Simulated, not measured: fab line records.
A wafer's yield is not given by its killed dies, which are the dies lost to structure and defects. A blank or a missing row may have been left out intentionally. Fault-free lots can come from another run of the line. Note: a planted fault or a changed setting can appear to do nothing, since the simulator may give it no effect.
Split-lot study	flow n5-finfet	route with 1938 steps; 7 lots, 39 wafers read

## THE SPLIT ITSELF
At N5_MOL_CONTACT_COAG_ETCHBACK_134 (etches SiO2 in CHF3, target depth 10 nm, time 6.7 s), the setting time-s was moved away from the recipe's 6.7 s on 18 of the 39 wafers read, by -59.1% to +54.5%. For the rest of the wafers, this setting stayed at what the recipe calls for.

The reading is taken at the split's own step.

## THE READING
CAR-EUV_of_MOL_CONTACT_COAG_COAT_34.thk-nm (the simulator's own value, which no gauge read), in nm, at N5_MOL_CONTACT_COAG_ETCHBACK_134 (etches SiO2 in CHF3, target depth 10 nm, time 6.7 s). There is no usual value for it anywhere in the file. The 21 wafers here that ran the recipe average 15.6 nm, standard deviation 0.15 nm.

wafer	tool, chamber at the split	time-s as run, s	against the recipe	CAR-EUV_of_MOL_CONTACT_COAG_COAT_34.thk-nm, nm	against lot-mates on the recipe
L079.1	rie-diel-05, 2	6.7	recipe	15.6	-
L079.2	rie-diel-05, 1	3.58	-46.6%	16	+0.4
L079.3	rie-diel-05, 3,1	3.58	-46.6%	16.2	+0.6
L079.5	rie-diel-05, 3,1	3.58	-46.6%	16.2	+0.6
L079.4	rie-diel-05, 3	6.7	recipe	15.4	-
L079.6	rie-diel-05, 2	6.7	recipe	15.8	-
L080.1	rie-diel-05, 3,0,3	2.74	-59.1%	16.6	+0.9
L080.4	rie-diel-05, 3,0,3	2.74	-59.1%	16.6	+0.9
L080.5	rie-diel-05, 3,0,3	2.74	-59.1%	16.6	+0.9
L080.2	rie-diel-05, 2	6.7	recipe	15.8	-
L080.3	rie-diel-05, 1,2	6.7	recipe	15.6	-
L080.6	rie-diel-05, 1,2	6.7	recipe	15.6	-
L082.3	rie-diel-03, 3	6.7	recipe	15.6	-
L082.4	rie-diel-03, 2,1	6.7	recipe	15.4	-
L082.5	rie-diel-03, 2,1	6.7	recipe	15.4	-
L083.1	rie-diel-01, 1	2.813	-58.0%	16.2	+0.7
L083.2	rie-diel-01, 0	6.7	recipe	15.6	-
L083.6	rie-diel-01, 0	6.7	recipe	15.6	-
L083.3	rie-diel-01, 3,2	2.813	-58.0%	16.4	+0.9
L083.4	rie-diel-01, 3,2	2.813	-58.0%	16.4	+0.9
L083.5	rie-diel-01, 1	6.7	recipe	15.4	-
L087.1	rie-diel-03, 1,0	6.7	recipe	15.8	-
L087.5	rie-diel-03, 1,0	6.7	recipe	15.8	-
L087.2	rie-diel-03, 2,1	5.536	-17.4%	16	+0.3
L087.6	rie-diel-03, 2,1	5.536	-17.4%	16	+0.3
L087.3	rie-diel-03, 3	6.7	recipe	15.6	-
L087.4	rie-diel-03, 0	5.536	-17.4%	16.2	+0.5
L090.1	rie-diel-01, 1	10.12	+51.0%	14.6	-0.9
L090.2	rie-diel-01, 0,2	10.12	+51.0%	14.8	-0.7
L090.4	rie-diel-01, 0,2	10.12	+51.0%	14.8	-0.7
L090.3	rie-diel-01, 3,0	6.7	recipe	15.6	-
L090.6	rie-diel-01, 3,0	6.7	recipe	15.6	-
L090.5	rie-diel-01, 1	6.7	recipe	15.4	-
L092.1	rie-diel-03, 1,2,3	6.7	recipe	15.4	-
L092.3	rie-diel-03, 1,2,3	6.7	recipe	15.4	-
L092.4	rie-diel-03, 1,2,3	6.7	recipe	15.4	-
L092.2	rie-diel-03, 3,1,2	10.35	+54.5%	14.6	-0.8
L092.5	rie-diel-03, 3,1,2	10.35	+54.5%	14.6	-0.8
L092.6	rie-diel-03, 3,1,2	10.35	+54.5%	14.6	-0.8
Where a row lists several chambers, the file gives one row for several wafers and doesn't say which wafer went through which chamber.

FIT RESULTS
A straight line over all 39 wafers: CAR-EUV_of_MOL_CONTACT_COAG_COAT_34.thk-nm changes by -0.0159 nm for each +1% of time-s; r = -0.96; the points scatter about the line by 0.16 nm.
The same after taking each lot's own level away (the mean of its wafers on the recipe; 39 wafers): -0.0146 nm for each +1%; r = -0.98; scatter 0.11 nm.
On that fit, the largest move of time-s shifts the reading by 0.86 nm.
The span of the lots' own levels, 15.40 to 15.73 nm, comes to 2.3 times the standard deviation stated above.
The two slopes are in agreement: the lot-to-lot level therefore moves the slope only a little.
Check: with one of the wafers moved furthest among these (-59.1%) left out of the fit, the line predicts +0.846 nm for it against its lot-mates. It came out at +0.933 nm against them.

## OTHER SPLITS APPLIED TO THESE WAFERS
Before the reading, these wafers also passed through other splits. Each is held against what the fit with the lots' levels taken away leaves over:
other split on the same wafers	wafers away from the commonest value	r with CAR-EUV_of_MOL_CONTACT_COAG_COAT_34.thk-nm (lot level and that fit taken away)
N5_SD_EPI_N_DESCUM_14 time-s	12	-0.19
N5_GATE_CUT_DESCUM_18 time-s	18	+0.36

## THE FILE'S OWN FIT
CAR-EUV_of_MOL_CONTACT_COAG_COAT_34.thk-nm changes by -0.0145 nm for each +1% of time-s, r = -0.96.
